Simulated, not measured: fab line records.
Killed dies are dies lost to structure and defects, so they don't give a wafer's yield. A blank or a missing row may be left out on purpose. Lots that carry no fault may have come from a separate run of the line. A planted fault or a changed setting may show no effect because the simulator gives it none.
Split-lot experiment || flow n5 finfet || 7 lots, 21 wafers read, on a route of 1938 steps

== SPLIT DETAILS ==
At N5_MIM_TOP_LITHO_EXPOSE_05 (exposes mask MIM TOP, target cd 2000 nm), the setting dose mj was moved away from the recipe's 20.5 on 6 of the 21 wafers read, by -7.2% to +5.7%. This setting was run at the recipe's value on the other wafers.

== FROM THE SPLIT TO THE READING: what the file shows between them, 3 steps ==
- N5_MIM_TOP_LITHO_PEB_06
- N5_MIM_TOP_LITHO_DEVELOP_07: develop time 60 s
- N5_MIM_TOP_LITHO_HARDBAKE_09: time 120 s

== THE READING ==
cd nm at N5_MIM_TOP_LITHO_CD_MEAS_08, given in nm (cd target 2000 nm). A value of 2000.2 nm with a standard deviation of 2.2 nm is what fault-free wafers of this fab line usually give.

{"wafer": "L079.4", "tool, chamber at the split": "krf scanner-01, 0", "dose mj as run": 20.5, "against the recipe": "recipe", "cd nm, nm": 2004.4, "against lot-mates on the recipe": "-"}
{"wafer": "L079.5", "tool, chamber at the split": "krf scanner-01, 0", "dose mj as run": 20.5, "against the recipe": "recipe", "cd nm, nm": 2004.8, "against lot-mates on the recipe": "-"}
{"wafer": "L079.6", "tool, chamber at the split": "krf scanner-01, 0", "dose mj as run": 20.5, "against the recipe": "recipe", "cd nm, nm": 2001.3, "against lot-mates on the recipe": "-"}
{"wafer": "L077.3", "tool, chamber at the split": "krf scanner-01, 0", "dose mj as run": 19.02, "against the recipe": "-7.2%", "cd nm, nm": 2011.6, "against lot-mates on the recipe": "+13.7"}
{"wafer": "L077.5", "tool, chamber at the split": "krf scanner-01, 0", "dose mj as run": 20.5, "against the recipe": "recipe", "cd nm, nm": 1997.9, "against lot-mates on the recipe": "-"}
{"wafer": "L077.6", "tool, chamber at the split": "krf scanner-01, 0", "dose mj as run": 19.02, "against the recipe": "-7.2%", "cd nm, nm": 2013.7, "against lot-mates on the recipe": "+15.8"}
{"wafer": "L080.4", "tool, chamber at the split": "krf scanner-02, 0", "dose mj as run": 21.66, "against the recipe": "+5.7%", "cd nm, nm": 1988.3, "against lot-mates on the recipe": -11.2}
{"wafer": "L080.5", "tool, chamber at the split": "krf scanner-02, 0", "dose mj as run": 20.5, "against the recipe": "recipe", "cd nm, nm": 2000.1, "against lot-mates on the recipe": "-"}
{"wafer": "L080.6", "tool, chamber at the split": "krf scanner-02, 0", "dose mj as run": 20.5, "against the recipe": "recipe", "cd nm, nm": 1998.9, "against lot-mates on the recipe": "-"}
{"wafer": "L084.2", "tool, chamber at the split": "krf scanner-02, 0", "dose mj as run": 20.11, "against the recipe": "-1.9%", "cd nm, nm": 2004.8, "against lot-mates on the recipe": "+3.4"}
{"wafer": "L084.3", "tool, chamber at the split": "krf scanner-02, 0", "dose mj as run": 20.11, "against the recipe": "-1.9%", "cd nm, nm": 2006.2, "against lot-mates on the recipe": "+4.8"}
{"wafer": "L084.6", "tool, chamber at the split": "krf scanner-02, 0", "dose mj as run": 20.5, "against the recipe": "recipe", "cd nm, nm": 2001.4, "against lot-mates on the recipe": "-"}
{"wafer": "L085.2", "tool, chamber at the split": "krf scanner-02, 0", "dose mj as run": 20.5, "against the recipe": "recipe", "cd nm, nm": 2001.1, "against lot-mates on the recipe": "-"}
{"wafer": "L085.3", "tool, chamber at the split": "krf scanner-02, 0", "dose mj as run": 20.5, "against the recipe": "recipe", "cd nm, nm": 1999.9, "against lot-mates on the recipe": "-"}
{"wafer": "L085.5", "tool, chamber at the split": "krf scanner-02, 0", "dose mj as run": 20.5, "against the recipe": "recipe", "cd nm, nm": 2005.5, "against lot-mates on the recipe": "-"}
{"wafer": "L087.1", "tool, chamber at the split": "krf scanner-01, 0", "dose mj as run": 20.5, "against the recipe": "recipe", "cd nm, nm": 2000.9, "against lot-mates on the recipe": "-"}
{"wafer": "L087.3", "tool, chamber at the split": "krf scanner-01, 0", "dose mj as run": 20.5, "against the recipe": "recipe", "cd nm, nm": 2001.5, "against lot-mates on the recipe": "-"}
{"wafer": "L087.6", "tool, chamber at the split": "krf scanner-01, 0", "dose mj as run": 20.5, "against the recipe": "recipe", "cd nm, nm": 1999.5, "against lot-mates on the recipe": "-"}
{"wafer": "L097.1", "tool, chamber at the split": "krf scanner-02, 0", "dose mj as run": 19.05, "against the recipe": "-7.1%", "cd nm, nm": 2014.9, "against lot-mates on the recipe": "+13.8"}
{"wafer": "L097.3", "tool, chamber at the split": "krf scanner-02, 0", "dose mj as run": 20.5, "against the recipe": "recipe", "cd nm, nm": 2001.7, "against lot-mates on the recipe": "-"}
{"wafer": "L097.5", "tool, chamber at the split": "krf scanner-02, 0", "dose mj as run": 20.5, "against the recipe": "recipe", "cd nm, nm": 2000.5, "against lot-mates on the recipe": "-"}

FIT RESULTS
A straight line over all 21 wafers: cd nm changes by -1.83 nm for each +1% of dose mj; r = -0.94; the points scatter about the line by 2.1 nm.
The same after taking each lot's own level away (the mean of its wafers on the recipe; 21 wafers): -2.01 nm for each +1%; r = -0.98; scatter 1.3 nm.
That fit puts the effect of the largest move of dose mj on the reading at 15 nm.
The lots' own levels span 1997.90 to 2003.50 nm, that is 2.5 times the standard deviation above.
Consequently the slope shifts little with the lot-to-lot level, the two slopes agreeing.
Check: for one of the wafers moved furthest among these (-7.2%), held out of the fit, the line's prediction against its lot-mates is +14.9 nm. Against them it came out at +13.7 nm.

== FURTHER SPLITS ON THESE WAFERS ==
These wafers also went through other splits before the reading. Each is held against what the fit with the lots' levels taken away leaves over:
{"other split on the same wafers": "N5_BEOL_M14_EXPOSE_25 dose mj", "wafers away from the commonest value": 5, "r with cd nm (lot level and that fit taken away)": -0.13}
{"other split on the same wafers": "N5_BEOL_M14_TRENCH_ETCH_34 bias w", "wafers away from the commonest value": 6, "r with cd nm (lot level and that fit taken away)": -0.07}
{"other split on the same wafers": "N5_MIM_BOT_SPUTTER_00 time s", "wafers away from the commonest value": 7, "r with cd nm (lot level and that fit taken away)": -0.12}

== THE WHOLE CHAIN: every reading that the file lists as answering this split, in the file's order ==
{"step": "N5_MIM_TOP_LITHO_CD_MEAS_08", "what it does": "target cd 2000 nm", "reading": "cd nm", "change (the file's fit)": "-1.99 nm for each +1% of the setting", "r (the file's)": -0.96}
{"step": "N5_MIM_TOP_LITHO_DESCUM_10", "what it does": "chemistry O2, time 7.9 s", "reading": "MIM_TOP_LITHO.cd nm (the simulator's own value, which no gauge read)", "change (the file's fit)": "-2.05 nm for each +1% of the setting", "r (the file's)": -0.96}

== FILE'S OWN FIT ==
cd nm changes by -1.99 nm for each +1% of dose mj, r = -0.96.
